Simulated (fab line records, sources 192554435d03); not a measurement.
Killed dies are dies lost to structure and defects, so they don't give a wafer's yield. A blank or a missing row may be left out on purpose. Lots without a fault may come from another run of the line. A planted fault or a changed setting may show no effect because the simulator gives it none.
A struck lot beside a sound one | flow n5_finfet | 16 steps out of a route of 1938
Sound: wafers L820.2, L820.3, L820.5. Struck: wafers L829.1, L829.4. The cause comes at the end.
At each step with rows: each side's tool, then ch and its chambers, then its first start. Under that, the readings that differ: sound wafers | struck wafers | difference of the means | sigmas: that difference in standard deviations of wafers without a fault.
alike: readings whose means differ by less than 2 such deviations, and words and numbers that are the same on both sides. not compared: withheld readings, readings that some wafer has no value for, bounds like >300 that may hide the same value, and numbers for which the record gives no deviation and whose values overlap.
The two part at a step that has a row with sigmas, a row that says differs or no value, or rows on one side only. Numbers that don't overlap but have no deviation are shown without sigmas and don't part them. A reading that every wafer of one side lacks parts them only if that side has two wafers or more.

N5_BEOL_M2_INSPECT_30: inspects for defects (brightfield).
  sound on defect_inspect-02, day 7 22:45; struck on defect_inspect-02, day 10 10:07
  alike: raw_defect_count
N5_BEOL_M2_DESCUM_33: chemistry O2, time 7 s.
  sound on rie_diel-03 ch 0,3, day 7 22:47; struck on rie_diel-03 ch 0,2, day 10 10:09
  alike: drypump_motor_current_A, oes_product_au, rf_vpp_V, showerhead_plenum_p_Torr, throttle_valve_pct
  not compared: rf_hours_counter_h
N5_BEOL_M2_ETCH_77: etches underlayer in N2/H2, target depth 6.5 nm, time 5.2 s.
  sound on rie_diel-03 ch 0,3, day 7 22:49; struck on rie_diel-03 ch 0,2, day 10 10:11
  alike: drypump_motor_current_A, etch_rf_on_time_s, oes_product_au, rf_vpp_V, showerhead_plenum_p_Torr, throttle_valve_pct
  not compared: rf_hours_counter_h
N5_BEOL_M2_ETCH_69: etches SiARC in CF4, target depth 15.6 nm, time 26 s.
  sound on rie_diel-03 ch 0,3, day 7 22:50; struck on rie_diel-03 ch 0,2, day 10 10:12
  alike: drypump_motor_current_A, etch_rf_on_time_s, oes_product_au, rf_vpp_V, showerhead_plenum_p_Torr, throttle_valve_pct
  not compared: rf_hours_counter_h
N5_BEOL_M2_ALD_98: deposits SiO2, target thk 2.5 nm, pulse time 1 s, co reactant pulse time 1 s.
  sound on ald_sin-04 ch 2,3, day 7 22:55; struck on ald_sin-02 ch 0,1, day 10 10:17
  reading                    | sound             | struck      | difference | sigmas
  precursor_pulse_height_rel | 0.958 0.981 0.988 | 1.062 1.021 | +0.066     | +3
  alike: chamber_pressure_Torr, heater_power_w
then, 7 steps without rows for these wafers: N5_BEOL_M2_ETCHBACK_99 (etches SiO2 in CHF3, target depth 5 nm, time 10.4 s); N5_BEOL_M2_ETCH_70 (etches SOC in N2/H2, target depth 80 nm, overetch 24 nm, time 130 s); N5_BEOL_M2_STRIP_71 (strips in N2/H2); N5_BEOL_M2_STRIP_78 (strips in N2/H2); N5_BEOL_M2_VIA_ETCH_34 (etches the open film in C4F6/O2, target depth 69.4 nm, time 65.9 s); N5_BEOL_M2_STRIP_83 (strips in C4F6/O2); N5_BEOL_M2_STRIP_36 (strips in N2/H2).
N5_BEOL_M2_TRENCH_ETCH_37: etches SiOC in C4F6/O2, target depth 55.555 nm, time 29.2 s.
  sound on rie_diel-03 ch 1,2,3, day 8 03:02; struck on rie_diel-03 ch 1,2, day 10 10:39
  reading                             | sound             | struck      | difference | sigmas
  model.BEOL_M2.feature_depth_nm (nm) | 55.6 55.4 54.4    | 53.6 54.2   | -1.2       |
  model.etch.depth_nm (nm)            | 55.66 55.36 54.36 | 53.66 54.16 | -1.22      |
  alike: drypump_motor_current_A, oes_product_au, rf_vpp_V, showerhead_plenum_p_Torr, throttle_valve_pct
  not compared: rf_hours_counter_h
N5_BEOL_M2_ETCH_41: etches SiCN in CH3F/O2, target depth 29.9 nm, time 52.5 s.
  sound on rie_diel-03 ch 1,2,3; struck on rie_diel-03 ch 1,2
  alike: drypump_motor_current_A, oes_product_au, rf_vpp_V, showerhead_plenum_p_Torr, throttle_valve_pct
  not compared: rf_hours_counter_h
N5_BEOL_M4_RC_MEAS_101:
  sound on prober-02 ch 0, day 9 07:56; struck on prober-01 ch 0, day 11 18:08
  alike: DIBL_N, DIBL_P, IOFF_N, IOFF_P, ION_N, ION_P, SS_N, SS_P, VT_N, VT_P
then, 1 step without rows for these wafers: N5_PASSIVATION_PROBE_49.

WHERE THEY PART
Only at N5_BEOL_M2_ALD_98, within this record. Later steps at which nothing parts them and some readings are alike: N5_BEOL_M2_TRENCH_ETCH_37, N5_BEOL_M2_ETCH_41, N5_BEOL_M4_RC_MEAS_101.

WHY: what the simulator had put in
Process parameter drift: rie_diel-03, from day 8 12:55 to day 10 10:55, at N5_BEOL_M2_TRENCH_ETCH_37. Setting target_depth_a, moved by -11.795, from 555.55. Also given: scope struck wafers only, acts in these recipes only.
